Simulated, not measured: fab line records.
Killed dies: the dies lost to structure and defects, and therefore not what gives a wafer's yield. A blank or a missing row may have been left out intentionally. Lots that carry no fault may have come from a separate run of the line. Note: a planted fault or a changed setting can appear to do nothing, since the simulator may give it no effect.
Matching of chambers	flow n5-finfet	pecvd-04 running N5_BEOL_M9_PECVD_70: 3 sister chambers
The step deposits SiO2 from TEOS/O2, target thk 20 nm, time 22.7 s. 3 wafers are shown with their chamber, then 10 later ones without.

WAFERS PAIRED WITH THEIR CHAMBERS
wafer	chamber	throttle-valve-pct (%)
L083.6	2	20.6
L094.2	0	22.9
L094.3	1	25.8

WAFERS WITH NO CHAMBER GIVEN
wafer	throttle-valve-pct (%)
L094.5	25.8
L095.1	20.6
L095.2	25.7
L095.4	20.9
L096.2	25.7
L096.3	20.8
L096.4	22.7
L097.2	20.9
L097.3	22.9
L097.6	20.7

CHAMBER TAKEN BY EACH
wafer	from the rows above	in truth
L094.5	1	1
L095.1	2	2
L095.2	1	1
L095.4	2	2
L096.2	1	1
L096.3	2	2
L096.4	0	0
L097.2	2	2
L097.3	0	0
L097.6	2	2
10 of 10 placed correctly. Not placeable from these rows: 0. Wrongly placed: 0.
How it was worked out, from the rows above alone: a wafer's distance from a chamber is the root of the sum, over the readings, of the square of ((its reading less the chamber's mean) divided by the reading's scatter). The wafer belongs to the nearest chamber; if the next one is less than 2 further off, it can't be placed. For every chamber, the mean is computed from those of its wafers that are shown. The scatter: with one shown wafer a chamber, the root of the mean of the squares of how far each hidden wafer lies from its nearest shown one.
